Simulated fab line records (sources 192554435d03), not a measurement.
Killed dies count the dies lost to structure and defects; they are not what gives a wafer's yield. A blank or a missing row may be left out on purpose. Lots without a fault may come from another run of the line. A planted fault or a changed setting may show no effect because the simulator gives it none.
Matching of chambers / flow n5_finfet / cmp-01 running N5_ILD0_CMP_03: 4 sister chambers
The step polishes, stops on SiNx, t overpolish 1.9 s, target thk 197.38 nm. 14 wafers are shown with their chamber, then 7 later ones without.

== WAFERS PAIRED WITH THEIR CHAMBERS ==
wafer=L076.1; chamber=3; motor_current_A (A)=11.8; overpolish_run_s (s)=1.903; time_to_endpoint_s (s)=68
wafer=L076.2; chamber=2; motor_current_A (A)=12.6; overpolish_run_s (s)=1.892; time_to_endpoint_s (s)=69
wafer=L076.4; chamber=0; motor_current_A (A)=12.8; overpolish_run_s (s)=1.917; time_to_endpoint_s (s)=66
wafer=L078.2; chamber=0; motor_current_A (A)=12.2; overpolish_run_s (s)=1.904; time_to_endpoint_s (s)=70
wafer=L078.4; chamber=2; motor_current_A (A)=11.8; overpolish_run_s (s)=1.899; time_to_endpoint_s (s)=69
wafer=L078.6; chamber=3; motor_current_A (A)=11.1; overpolish_run_s (s)=1.892; time_to_endpoint_s (s)=70
wafer=L079.3; chamber=2; motor_current_A (A)=12.4; overpolish_run_s (s)=1.898; time_to_endpoint_s (s)=66
wafer=L079.4; chamber=0; motor_current_A (A)=11.9; overpolish_run_s (s)=1.884; time_to_endpoint_s (s)=71
wafer=L079.6; chamber=1; motor_current_A (A)=11.2; overpolish_run_s (s)=1.902; time_to_endpoint_s (s)=70
wafer=L080.3; chamber=2; motor_current_A (A)=12.0; overpolish_run_s (s)=1.892; time_to_endpoint_s (s)=69
wafer=L080.5; chamber=1; motor_current_A (A)=11.9; overpolish_run_s (s)=1.903; time_to_endpoint_s (s)=68
wafer=L080.6; chamber=0; motor_current_A (A)=12.6; overpolish_run_s (s)=1.914; time_to_endpoint_s (s)=73
wafer=L085.1; chamber=3; motor_current_A (A)=11.2; overpolish_run_s (s)=1.899; time_to_endpoint_s (s)=72
wafer=L085.3; chamber=1; motor_current_A (A)=12.2; overpolish_run_s (s)=1.890; time_to_endpoint_s (s)=72

SIGNATURES (means of the wafers above)
reading=motor_current_A; chamber 0=12.375; chamber 1=11.767; chamber 2=12.200; chamber 3=11.367; scatter within a chamber=0.412
reading=overpolish_run_s; chamber 0=1.90475; chamber 1=1.89833; chamber 2=1.89525; chamber 3=1.89800; scatter within a chamber=0.00936
reading=time_to_endpoint_s; chamber 0=70.00; chamber 1=70.00; chamber 2=68.25; chamber 3=70.00; scatter within a chamber=2.21
Rule: a wafer lies at a distance from a chamber equal to the root of the sum of squares, over the readings, of (its reading less the chamber's mean, divided by the reading's scatter). If the next closest chamber is less than 2 further off than the closest, the wafer can't be placed; otherwise it belongs to the closest. The scatter is the square root of a quotient: the sum, over the shown wafers, of each reading's squared deviation from its chamber's mean, divided by wafers minus chambers.

== WAFERS WITHOUT THEIR CHAMBER ==
wafer=L085.5; motor_current_A (A)=12.1; overpolish_run_s (s)=1.884; time_to_endpoint_s (s)=72
wafer=L086.2; motor_current_A (A)=11.3; overpolish_run_s (s)=1.902; time_to_endpoint_s (s)=72
wafer=L086.3; motor_current_A (A)=11.2; overpolish_run_s (s)=1.904; time_to_endpoint_s (s)=69
wafer=L086.6; motor_current_A (A)=12.4; overpolish_run_s (s)=1.892; time_to_endpoint_s (s)=69
wafer=L092.1; motor_current_A (A)=11.3; overpolish_run_s (s)=1.891; time_to_endpoint_s (s)=65
wafer=L092.2; motor_current_A (A)=11.6; overpolish_run_s (s)=1.899; time_to_endpoint_s (s)=63
wafer=L092.4; motor_current_A (A)=12.0; overpolish_run_s (s)=1.893; time_to_endpoint_s (s)=65

== CHAMBER TAKEN BY EACH ==
wafer=L085.5; from the rows above=can't be placed: 1 or 2 or 0 or 3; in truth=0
wafer=L086.2; from the rows above=can't be placed: 3 or 1 or 0 or 2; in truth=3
wafer=L086.3; from the rows above=can't be placed: 3 or 1 or 2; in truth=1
wafer=L086.6; from the rows above=can't be placed: 2 or 0 or 1 or 3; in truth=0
wafer=L092.1; from the rows above=can't be placed: 3 or 1 or 2 or 0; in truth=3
wafer=L092.2; from the rows above=can't be placed: 2 or 1 or 3 or 0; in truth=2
wafer=L092.4; from the rows above=can't be placed: 2 or 1 or 0 or 3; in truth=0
0 of 7 placed correctly. Can't be placed from these rows: 7 (the true chamber is among the candidates in 7). Wrongly placed: 0.
